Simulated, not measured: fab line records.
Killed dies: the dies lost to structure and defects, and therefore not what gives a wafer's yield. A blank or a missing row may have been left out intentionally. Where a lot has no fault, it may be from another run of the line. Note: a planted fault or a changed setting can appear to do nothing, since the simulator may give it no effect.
A lot that was struck, set against a sound lot + flow nand harc + 14 steps out of a route of 1302
Sound: these wafers, L533.3, L533.4, L533.5. The struck wafers were L546.1, L546.4, L546.6. The cause comes at the end.
Order at every step that has rows: each side's tool, ch and its chambers, its first start. Under that, the readings that differ: sound wafers + struck wafers + difference of the means + sigmas: that difference in standard deviations of wafers without a fault.
alike: a reading whose means differ by less than 2 such deviations, as well as words and numbers matching on both sides. not compared: withheld readings; readings where some wafer has no value; bounds like >300 that might hide an equal value; numbers whose values overlap and for which the record gives no deviation.
A row with sigmas, a row that says differs or no value, or rows on one side alone: a step with any of these is where the two part. Non-overlapping numbers with no deviation appear without sigmas and do not part them. Lack of a reading on every wafer of one side parts them only where that side has two or more wafers.

first, 5 steps without rows for these wafers: NHARC_A_M0_SOFTBAKE_04 (time 55 s); NHARC_A_M0_EBR_05; NHARC_A_M0_EXPOSE_06 (exposes mask A M0, target cd 80 nm); NHARC_A_M0_PEB_07 (peb time 65 s); NHARC_A_M0_DEVELOP_08 (develop time 35 s).
NHARC_A_M0_CD_MEAS_09 targets a cd of 80 nm.
  sound on cd sem-01 ch 0, day 23 04:08; struck on cd sem-01 ch 0, day 28 09:17
  alike: cd nm
NHARC_A_M0_OVL_MEAS_10: pitch 160 nm.
  sound: overlay-01 at day 23 04:13; struck: overlay-02 at day 28 09:22
  alike: overlay x nm, overlay y nm
NHARC_A_M0_INSPECT_11:
  sound: defect inspect-02 at day 23 04:15; struck: defect inspect-02 at day 28 09:24
  alike: raw defect count
NHARC_A_M0_DESCUM_14: chemistry O2, time 3 s.
  sound on rie diel-13 ch 0,1, day 23 04:19; struck on rie diel-13 ch 0,1,3, day 28 09:28
  alike: drypump motor current A, mfc ar sccm, oes product au, rf vpp V, showerhead plenum p Torr, throttle valve pct
  not compared: rf hours counter h
NHARC_A_M0_ETCH_34: etches the open film in N2/H2, target depth 40 nm, overetch 12 nm, time 43.94 s.
  sound on rie diel-13 ch 0,1,2, day 23 04:24; struck on rie diel-13 ch 1,3, day 28 09:35
  alike: drypump motor current A, mfc ar sccm, oes product au, rf vpp V, showerhead plenum p Torr, throttle valve pct
  not compared: rf hours counter h
NHARC_A_M0_ETCH_15: etches the open film in C4F8/Ar, target depth 150 nm, overetch 15 nm, time 82.5 s.
  sound: rie diel-13 ch 0,2; struck: rie diel-13 ch 0,1,3
  alike: oes product au, rf vpp V
  not compared: rf hours counter h
NHARC_A_M0_CD_MEAS_16:
  sound: cd sem-01 at day 23 04:37; struck: cd sem-03 at day 28 09:48
  alike: cd nm
NHARC_A_M0_STRIP_18: strips in N2/H2.
  sound on rie diel-02 ch 0,1,3, day 23 04:44; struck on rie diel-02 ch 1,3, day 28 09:53
  no value came back on the struck wafers for any of 8 readings (bias w (W), chamber pressure mTorr (mTorr) and others); on the sound wafers bias w (W) reads 0 0 0
  not compared: rf hours counter h
then, 1 step without rows for these wafers: NHARC_A_M0_STRIP_19 (strips in post etch residue remover, time 600 s).

== WHERE THEY PART ==
Within this record, at NHARC_A_M0_STRIP_18 only.

WHY: the cause the simulator had injected
Entire step skipped (rie diel-02, NHARC_A_M0_STRIP_18), from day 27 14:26 onward. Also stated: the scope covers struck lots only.
